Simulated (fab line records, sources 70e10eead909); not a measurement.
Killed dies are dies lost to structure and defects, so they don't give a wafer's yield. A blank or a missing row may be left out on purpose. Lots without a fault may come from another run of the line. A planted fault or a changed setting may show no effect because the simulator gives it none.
Which tool did it? | flow nand_harc | 11 lots, 33 wafers sampled, at 8 steps of a route of 1159

WHAT THE GAUGES READ, wafer by wafer
NHARC_P_STI_INSPECT_25. Usual: raw_defect_count 231, standard deviation 87.
lot  | measured    | on                | raw_defect_count | flag
L832 | day 3 10:45 | defect_inspect-02 | 291 311 163      |
L833 | day 3 21:45 | defect_inspect-01 | 228 222 178      |
L836 | day 4 13:16 | defect_inspect-01 | 199 230 322      |
L841 | day 6 07:47 | defect_inspect-02 | 170 109 98       |
L843 | day 6 07:47 | defect_inspect-01 | 741 821 768      | OFF
L845 | day 6 22:04 | defect_inspect-02 | 863 663 806      | OFF
L846 | day 7 05:32 | defect_inspect-01 | 235 157 267      |
L849 | day 7 19:12 | defect_inspect-01 | 161 259 198      |
L851 | day 8 13:14 | defect_inspect-02 | 163 140 204      |
L854 | day 9 00:46 | defect_inspect-02 | 226 171 283      |
L855 | day 9 08:27 | defect_inspect-02 | 221 287 147      |

NHARC_P_GATE_INSPECT_28. Usual: raw_defect_count 7, standard deviation 3.6.
lot  | measured     | on                | raw_defect_count | flag
L832 | day 4 09:28  | defect_inspect-02 | 9 5 9            |
L833 | day 4 22:16  | defect_inspect-01 | 12 8 12          |
L836 | day 5 10:53  | defect_inspect-02 | 7 9 11           |
L841 | day 7 05:51  | defect_inspect-01 | 9 16 7           |
L843 | day 7 06:17  | defect_inspect-02 | 539 572 573      | OFF
L845 | day 7 20:16  | defect_inspect-02 | 591 576 556      | OFF
L846 | day 8 04:53  | defect_inspect-01 | 9 0 2            |
L849 | day 8 19:25  | defect_inspect-02 | 6 8 8            |
L851 | day 9 11:16  | defect_inspect-02 | 9 3 5            |
L854 | day 10 02:11 | defect_inspect-02 | 3 12 8           |
L855 | day 10 06:21 | defect_inspect-01 | 6 3 4            |

NHARC_P_GATE_INSPECT_68. Usual: raw_defect_count 221, standard deviation 84.
lot  | measured     | on                | raw_defect_count | flag
L832 | day 5 04:07  | defect_inspect-02 | 265 281 194      |
L833 | day 5 16:24  | defect_inspect-01 | 232 248 183      |
L836 | day 6 05:23  | defect_inspect-01 | 224 208 329      |
L841 | day 8 02:43  | defect_inspect-01 | 176 109 117      |
L843 | day 8 01:10  | defect_inspect-01 | 752 831 813      | OFF
L845 | day 8 15:13  | defect_inspect-01 | 883 670 776      | OFF
L846 | day 9 02:15  | defect_inspect-02 | 209 147 304      |
L849 | day 9 14:04  | defect_inspect-02 | 159 218 140      |
L851 | day 10 06:41 | defect_inspect-01 | 150 108 188      |
L854 | day 10 20:47 | defect_inspect-02 | 234 182 250      |
L855 | day 11 01:04 | defect_inspect-01 | 206 282 143      |

NHARC_END_SORT_01. Usual: killed_at_array 28, standard deviation 11; killed_at_other 0.5, standard deviation 0.87; killed_at_periphery 2.9, standard deviation 2.2; killed_dies 32, standard deviation 11; killed_open 3.2, standard deviation 1.9; killed_short 1.8, standard deviation 1.4.
lot  | measured     | on        | killed_at_array | killed_at_other | killed_at_periphery | killed_dies | killed_open | killed_short | flag
L843 | day 21 12:09 | prober-02 | 41 31 41        | 0 0 0           | 78 57 46            | 119 88 87   | 4 7 9       | 3 3 3        | OFF
L845 | day 21 20:44 | prober-01 | 37 47 45        | 0 0 0           | 90 54 57            | 127 101 102 | 4 4 3       | 3 2 4        | OFF
L849 | day 24 07:23 | prober-01 | 26 28 30        | 0 0 0           | 6 2 3               | 32 30 33    | 2 4 5       | 3 2 1        |
L851 | day 24 00:22 | prober-01 | 52              | 0               | 0                   | 52          | 5           | 1            |

WHICH TOOL RAN EACH LOT (tool, then ch and the chambers of the sampled wafers, then the start)
lot  | NHARC_P_ZERO_WELL_DESCUM_13       | NHARC_P_ZERO_WELL_RTA_42        | NHARC_P_STI_ETCH_37                | NHARC_P_GATE_DESCUM_13
L832 | rie_diel-08 ch 1,3, day 1 13:23   | rtp_anneal-01 ch 0, day 1 18:56 | wet_bench-01 ch 2,4,5, day 3 04:29 | rie_diel-12 ch 0,2,3, day 3 19:11
L833 | rie_diel-08 ch 0,1,3, day 1 19:17 | rtp_anneal-01 ch 0, day 2 01:04 | wet_bench-02 ch 3,5,6, day 3 13:39 | rie_diel-12 ch 0,1,3, day 4 06:02
L836 | rie_diel-08 ch 1,2,3, day 2 13:25 | rtp_anneal-01 ch 0, day 2 19:04 | wet_bench-02 ch 2,3,6, day 4 08:13 | rie_diel-03 ch 0,1,2, day 4 21:38
L841 | rie_diel-08 ch 0,1, day 3 19:26   | rtp_anneal-02 ch 0, day 4 01:09 | wet_bench-07 ch 0,6,7, day 5 18:13 | rie_diel-12 ch 0,3, day 6 16:19
L843 | rie_diel-07 ch 0,1,2, day 4 07:28 | rtp_anneal-01 ch 0, day 4 12:50 | wet_bench-02 ch 2,4,7, day 6 02:24 | rie_diel-12 ch 0,3, day 6 16:24
L845 | rie_diel-11 ch 1,2,3, day 4 19:21 | rtp_anneal-01 ch 0, day 5 00:51 | wet_bench-02 ch 2,3,5, day 6 13:56 | rie_diel-12 ch 0,1,3, day 7 06:18
L846 | rie_diel-08 ch 1,3, day 5 01:25   | rtp_anneal-02 ch 0, day 5 06:56 | wet_bench-01 ch 1,2,7, day 6 21:34 | rie_diel-10 ch 1,2,3, day 7 14:20
L849 | rie_diel-11 ch 0,1,3, day 5 19:17 | rtp_anneal-02 ch 0, day 6 00:54 | wet_bench-01 ch 3,6,7, day 7 11:05 | rie_diel-03 ch 1,2, day 8 03:35
L851 | rie_diel-11 ch 0,1,3, day 6 07:16 | rtp_anneal-01 ch 0, day 6 12:29 | wet_bench-07 ch 0,1,6, day 8 02:38 | rie_diel-10 ch 0,2,3, day 8 21:44
L854 | rie_diel-08 ch 2,3, day 7 01:24   | rtp_anneal-01 ch 0, day 7 07:09 | wet_bench-01 ch 3,5,6, day 8 16:47 | rie_diel-10 ch 0,2,3, day 9 09:17
L855 | rie_diel-11 ch 0,1,3, day 7 07:28 | rtp_anneal-01 ch 0, day 7 13:03 | wet_bench-07 ch 0,4,7, day 9 00:21 | rie_diel-10 ch 0,1,2, day 9 16:33
- NHARC_P_ZERO_WELL_DESCUM_13: chemistry O2, time 3 s.
- NHARC_P_ZERO_WELL_RTA_42: time 300 s.
- NHARC_P_STI_ETCH_37: etches SiO2 in dHF, target depth 11 nm.
- NHARC_P_GATE_DESCUM_13: chemistry O2, time 3 s.

WHAT THE TOOLS THEMSELVES READ (means of the sampled wafers that have a number; where no wafer has one, the mark that the record gives instead)
NHARC_P_ZERO_WELL_DESCUM_13. Usual: drypump_motor_current_A 5.8 A, standard deviation 0.45; oes_product_au 0.998 a.u., standard deviation 0.015; rf_vpp_V 58.0 V, standard deviation 0.92; showerhead_plenum_p_Torr 1.97 Torr, standard deviation 0.078; throttle_valve_pct 11.311 %, standard deviation 0.0093.
lot  | tool        | drypump_motor_current_A (A) | oes_product_au (a.u.) | rf_vpp_V (V) | showerhead_plenum_p_Torr (Torr) | throttle_valve_pct (%) | flag
L832 | rie_diel-08 | 6.4                         | 0.997                 | 58.0         | 1.96                            | 11.304                 |
L833 | rie_diel-08 | 6.1                         | 0.996                 | 57.0         | 1.97                            | 11.309                 |
L836 | rie_diel-08 | 6.0                         | 1.003                 | 57.9         | 1.96                            | 11.301                 |
L841 | rie_diel-08 | 5.9                         | 1.002                 | 58.3         | 1.97                            | 11.313                 |
L843 | rie_diel-07 | 5.3                         | 1.006                 | 58.0         | 1.97                            | 11.314                 |
L845 | rie_diel-11 | 5.9                         | 0.993                 | 57.5         | 1.97                            | 11.311                 |
L846 | rie_diel-08 | 6.3                         | 0.999                 | 57.5         | 1.96                            | 11.301                 |
L849 | rie_diel-11 | 5.7                         | 0.996                 | 58.5         | 1.93                            | 11.304                 |
L851 | rie_diel-11 | 5.7                         | 0.991                 | 57.8         | 1.93                            | 11.304                 |
L854 | rie_diel-08 | 5.8                         | 0.992                 | 58.7         | 2.00                            | 11.314                 |
L855 | rie_diel-11 | 5.7                         | 0.987                 | 58.1         | 1.93                            | 11.309                 |

NHARC_P_ZERO_WELL_RTA_42. Usual: lamp_power_pct 40 %, standard deviation 7.6; lamp_zone_3_pct 40 %, standard deviation 7.6; wafer_temp_C_max 1104.9, standard deviation 1.1.
lot  | tool          | lamp_power_pct (%) | lamp_zone_3_pct (%) | wafer_temp_C_max | flag
L832 | rtp_anneal-01 | 46                 | 46                  | 1105.8           |
L833 | rtp_anneal-01 | 46                 | 46                  | 1104.8           |
L836 | rtp_anneal-01 | 46                 | 46                  | 1106.4           |
L841 | rtp_anneal-02 | 31                 | 31                  | 1104.9           |
L843 | rtp_anneal-01 | 46                 | 46                  | 1104.8           |
L845 | rtp_anneal-01 | 46                 | 46                  | 1105.1           |
L846 | rtp_anneal-02 | 31                 | 31                  | 1104.4           |
L849 | rtp_anneal-02 | 31                 | 31                  | 1104.0           |
L851 | rtp_anneal-01 | 46                 | 46                  | 1105.4           |
L854 | rtp_anneal-01 | 46                 | 46                  | 1105.3           |
L855 | rtp_anneal-01 | 46                 | 46                  | 1105.7           |

NHARC_P_GATE_DESCUM_13. Usual: drypump_motor_current_A 5.6 A, standard deviation 0.53; oes_product_au 1.004 a.u., standard deviation 0.02; rf_vpp_V 57.8 V, standard deviation 0.88; showerhead_plenum_p_Torr 1.92 Torr, standard deviation 0.073; throttle_valve_pct 11.312 %, standard deviation 0.0092.
lot  | tool        | drypump_motor_current_A (A) | oes_product_au (a.u.) | rf_vpp_V (V) | showerhead_plenum_p_Torr (Torr) | throttle_valve_pct (%) | flag
L832 | rie_diel-12 | 5.7                         | 0.997                 | 57.7         | 2.00                            | 11.317                 |
L833 | rie_diel-12 | 5.6                         | 1.002                 | 58.4         | 1.94                            | 11.307                 |
L836 | rie_diel-03 | 5.1                         | 1.007                 | 57.3         | 1.96                            | 11.308                 |
L841 | rie_diel-12 | 5.4                         | 0.988                 | 57.8         | 1.97                            | 11.316                 |
L843 | rie_diel-12 | 5.5                         | 0.983                 | 58.0         | 1.98                            | 11.311                 |
L845 | rie_diel-12 | 5.6                         | 0.979                 | 57.6         | 1.94                            | 11.310                 |
L846 | rie_diel-10 | 5.8                         | 1.009                 | 58.2         | 1.83                            | 11.312                 |
L849 | rie_diel-03 | 5.1                         | 1.016                 | 58.4         | 1.98                            | 11.319                 |
L851 | rie_diel-10 | 5.4                         | 1.002                 | 57.4         | 1.86                            | 11.319                 |
L854 | rie_diel-10 | 5.4                         | 0.997                 | 56.9         | 1.86                            | 11.307                 |
L855 | rie_diel-10 | 5.8                         | 1.012                 | 57.5         | 1.88                            | 11.310                 |

THE ANSWER, worked out from the rows above alone
Rule: a lot is off if the mean of its wafers that have a number lies more than 3 standard deviations from the usual mean. A lot without any number at a reading at which 4 lots or more have one is off too. The other lots that the step has rows for count as sound. The gauges are gone through in route order, then the tools' own readings, and for those a lot's mean is taken as printed above. The first step at which some lot is off is used, and at that step the reading that is off furthest; a lot without a number counts as furthest.
Off: L843, L845, at NHARC_P_STI_INSPECT_25 (raw_defect_count).
A tool fits if, at a process step before that reading, it ran every lot that is off, and no sound lot after the first of them. The gauges at NHARC_P_STI_INSPECT_25 aren't tried: what is off there is off at NHARC_END_SORT_01 too, on other tools, and a gauge's error can't cause that. One fits: wet_bench-02 at NHARC_P_STI_ETCH_37. Its last sound lot is L836 (day 4 08:13), its first lot that is off L843 (day 6 02:24): a fault that began between those two fits.

WHAT THE SIMULATOR HAD PUT IN
Chamber particle source: wet_bench-02, from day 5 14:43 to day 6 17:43, at NHARC_P_STI_ETCH_37. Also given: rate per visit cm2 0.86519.
Lots struck among those shown: L843, L845. The rule above found the same.
